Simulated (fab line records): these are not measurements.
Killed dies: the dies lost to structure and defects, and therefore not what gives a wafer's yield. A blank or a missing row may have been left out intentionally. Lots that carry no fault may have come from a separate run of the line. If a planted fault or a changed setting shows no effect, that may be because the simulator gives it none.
Which of the tools did it? -- flow n5Finfet -- 12 lots with 35 wafers sampled at 4 steps, on a route of 1938 steps

## WHAT EACH GAUGE READ, for each wafer
Not one reading of a measure or inspect step in the record can be checked against a usual standard deviation.

## WHICH TOOL RAN EACH LOT (tool, then ch and the chambers of the sampled wafers, then the start)
lot,N5_BEOL_M4_SPUTTER_81,N5_PASSIVATION_ETCH_59,N5_PASSIVATION_STRIP_34,N5_PASSIVATION_PROBE_49
L198,"pvdSputter-03, day 7 16:14","rieMetal-01 ch 0,1, day 12 01:19","rieDiel-05 ch 0,1, day 12 01:26",-
L199,"pvdSputter-03, day 7 23:20","rieMetal-01 ch 0,1, day 12 10:04","rieDiel-01 ch 0,2, day 12 10:09",-
L200,"pvdSputter-03, day 8 09:08","rieMetal-03 ch 0,1, day 13 09:13","rieDiel-03 ch 1,2, day 13 09:26",-
L202,"pvdSputter-03, day 8 18:09","rieMetal-02 ch 0,1, day 13 10:48","rieDiel-03 ch 0,1,2, day 13 11:08","prober-02, day 13 16:38"
L203,"pvdSputter-02, day 8 21:22","rieMetal-02 ch 0,1, day 13 14:14","rieDiel-01 ch 0,2,3, day 13 14:30",-
L204,"pvdSputter-03, day 9 20:49","rieMetal-03 ch 0,1, day 14 02:32","rieDiel-05 ch 0,1,3, day 14 02:38","prober-01, day 14 07:08"
L205,"pvdSputter-01, day 10 01:51","rieMetal-01 ch 1, day 14 03:20","rieDiel-01 ch 1,2,3, day 14 03:32",-
L206,"pvdSputter-02, day 10 18:29","rieMetal-03 ch 1, day 15 09:49","rieDiel-03 ch 0,1, day 15 10:05","prober-02, day 15 14:31"
L208,"pvdSputter-01, day 11 08:58","rieMetal-02 ch 0,1, day 16 07:43","rieDiel-01 ch 0,2,3, day 16 07:49",-
L209,"pvdSputter-02, day 11 09:33","rieMetal-02 ch 0,1, day 15 14:58","rieDiel-05 ch 0,2,3, day 15 15:05",-
L210,"pvdSputter-01, day 11 10:49","rieMetal-03 ch 0,1, day 16 10:40","rieDiel-03 ch 1,2,3, day 16 10:47","prober-02, day 16 16:38"
L214,"pvdSputter-01, day 11 20:15","rieMetal-02 ch 0,1, day 16 16:08","rieDiel-01 ch 2,3, day 16 16:15","prober-02, day 16 20:37"
- N5_BEOL_M4_SPUTTER_81: material Cu, target thk 4.5 nm, time 8.29 s.
- N5_PASSIVATION_ETCH_59: etches TaN in Cl2/BCl3, target depth 65 nm, time 34.9 s.
- N5_PASSIVATION_STRIP_34: strips in O2.
- N5_PASSIVATION_PROBE_49

## AS READ BY THE TOOLS THEMSELVES (means over the sampled wafers that have a number; for cases with no such wafer, the mark the record gives instead)
N5_BEOL_M4_SPUTTER_81. Usual: throttleValvePct 29.9 %, standard deviation 1.1.
lot,tool,throttleValvePct (%),flag
L198,pvdSputter-03,30.7,
L199,pvdSputter-03,28.7,
L200,pvdSputter-03,29.3,
L202,pvdSputter-03,30.9,
L203,pvdSputter-02,29.8,
L204,pvdSputter-03,31.2,
L205,pvdSputter-01,29.8,
L206,pvdSputter-02,29.8,
L208,pvdSputter-01,30.3,
L209,pvdSputter-02,30.3,
L210,pvdSputter-01,29.7,
L214,pvdSputter-01,30.0,

N5_PASSIVATION_ETCH_59. Usual: bcl3FlowSccm 30.00 sccm, standard deviation 0.077; drypumpMotorCurrentA 5.8 A, standard deviation 0.49; oesProductAu 0.84 a.u., standard deviation 0.091; throttleValvePct 21.06 %, standard deviation 0.26.
lot,tool,bcl3FlowSccm (sccm),drypumpMotorCurrentA (A),oesProductAu (a.u.),throttleValvePct (%),flag
L198,rieMetal-01,30.02,5.2,0.68,20.90,
L199,rieMetal-01,30.00,5.5,0.73,20.85,
L200,rieMetal-03,30.02,5.7,0.77,21.48,
L202,rieMetal-02,30.06,6.3,0.91,20.99,
L203,rieMetal-02,30.08,6.4,0.91,20.99,
L204,rieMetal-03,30.04,5.6,0.79,21.40,
L205,rieMetal-01,29.95,5.8,0.76,20.80,
L206,rieMetal-03,29.90,5.4,0.85,21.21,
L208,rieMetal-02,30.00,6.3,0.87,20.99,
L209,rieMetal-02,29.97,6.4,0.89,21.01,
L210,rieMetal-03,30.06,5.6,0.89,21.20,
L214,rieMetal-02,30.01,6.3,0.85,21.01,

N5_PASSIVATION_STRIP_34. Usual: drypumpMotorCurrentA 5.6 A, standard deviation 0.41; oesProductAu 0.81 a.u., standard deviation 0.078; rfVppV 3.7 V, standard deviation 1.5; showerheadPlenumPTorr 2.16 Torr, standard deviation 0.068; throttleValvePct 16.68 %, standard deviation 0.19.
lot,tool,drypumpMotorCurrentA (A),oesProductAu (a.u.),rfVppV (V),showerheadPlenumPTorr (Torr),throttleValvePct (%),flag
L198,rieDiel-05,5.0,0.80,3.7,2.10,16.59,
L199,rieDiel-01,5.8,0.89,3.3,2.18,16.76,
L200,rieDiel-03,5.5,0.84,4.9,2.21,16.46,
L202,rieDiel-03,5.5,0.81,3.5,2.13,16.68,
L203,rieDiel-01,5.8,0.84,5.3,2.17,16.74,
L204,rieDiel-05,5.5,0.81,2.2,2.08,16.58,
L205,rieDiel-01,5.5,0.85,6.0,2.17,16.75,
L206,rieDiel-03,5.2,0.78,3.4,2.12,16.72,
L208,rieDiel-01,5.8,0.77,4.6,2.16,16.80,
L209,rieDiel-05,5.6,0.88,2.5,2.08,16.50,
L210,rieDiel-03,5.5,0.78,4.0,2.19,16.58,
L214,rieDiel-01,5.8,0.80,3.1,2.20,16.87,

N5_PASSIVATION_PROBE_49. Usual: defectLimitedYield 91.0 %, standard deviation 1.4; killed_at_M0_to_M3 35, standard deviation 10; killed_at_M4_up 14, standard deviation 5.5; killedAtContacts 13, standard deviation 5.6; killedAtFrontEnd 41, standard deviation 11; killedAtOther 4, standard deviation 3.4; killedDies 106, standard deviation 16; killedOnRim 13, standard deviation 4; killedOpen 68, standard deviation 12; killedShort 35, standard deviation 7.3; sort_bin_4_leakage 0.3 %, standard deviation 2.1; sort_bin_5_function 5.3 %, standard deviation 0.89; sort_bin_6_memory 3.4 %, standard deviation 0.67; sortNPass 1070, standard deviation 28; sortYieldPct 90.7 %, standard deviation 2.4.
lot,tool,defectLimitedYield (%),killed_at_M0_to_M3,killed_at_M4_up,killedAtContacts,killedAtFrontEnd,killedAtOther,killedDies,killedOnRim,killedOpen,killedShort,sort_bin_4_leakage (%),sort_bin_5_function (%),sort_bin_6_memory (%),sortNPass,sortYieldPct (%),flag
L202,prober-02,91.1,37,15,16,34,3,105,17,70,33,0.1,5.5,3.2,1074,91.0,
L204,prober-01,88.7,41,19,9,59,4,133,20,86,44,0.3,6.4,4.2,1043,88.4,
L206,prober-02,89.8,45,9,9,47,9,120,13,78,41,0.0,6.0,3.9,1060,89.8,
L210,prober-02,92.1,32,8,13,40,0,93,16,62,29,0.0,4.7,3.1,1087,92.1,
L214,prober-02,87.8,48,35,18,38,4,144,23,78,42,0.0,7.3,4.0,1036,87.8,OFF

## THE ANSWER, worked out from the rows above alone
Rule: a lot counts as off when the mean over its wafers that have a number is more than 3 standard deviations away from the usual mean. Also off: a lot with no number at a reading for which 4 or more lots have one. Any other lot the step has rows for is counted as sound. After the gauges, taken in route order, come the tools' own readings; for these a lot's mean is taken, as printed above. The first step at which some lot is off is used, and at that step the reading that is off furthest; a lot without a number counts as furthest.
Off: L214 (N5_PASSIVATION_PROBE_49, killed_at_M4_up). Neither off nor sound, because the step has no rows for them: L198, L199, L200, L203, L205, L208, L209.
A tool fits if, at that step or a process step before it, it ran every lot that is off, and no sound lot after the first of them. Can't be told from this: 4 tools fit, pvdSputter-01 at N5_BEOL_M4_SPUTTER_81, rieMetal-02 at N5_PASSIVATION_ETCH_59, rieDiel-01 at N5_PASSIVATION_STRIP_34, prober-02 at N5_PASSIVATION_PROBE_49.

## WHAT WAS PUT IN BY THE SIMULATOR
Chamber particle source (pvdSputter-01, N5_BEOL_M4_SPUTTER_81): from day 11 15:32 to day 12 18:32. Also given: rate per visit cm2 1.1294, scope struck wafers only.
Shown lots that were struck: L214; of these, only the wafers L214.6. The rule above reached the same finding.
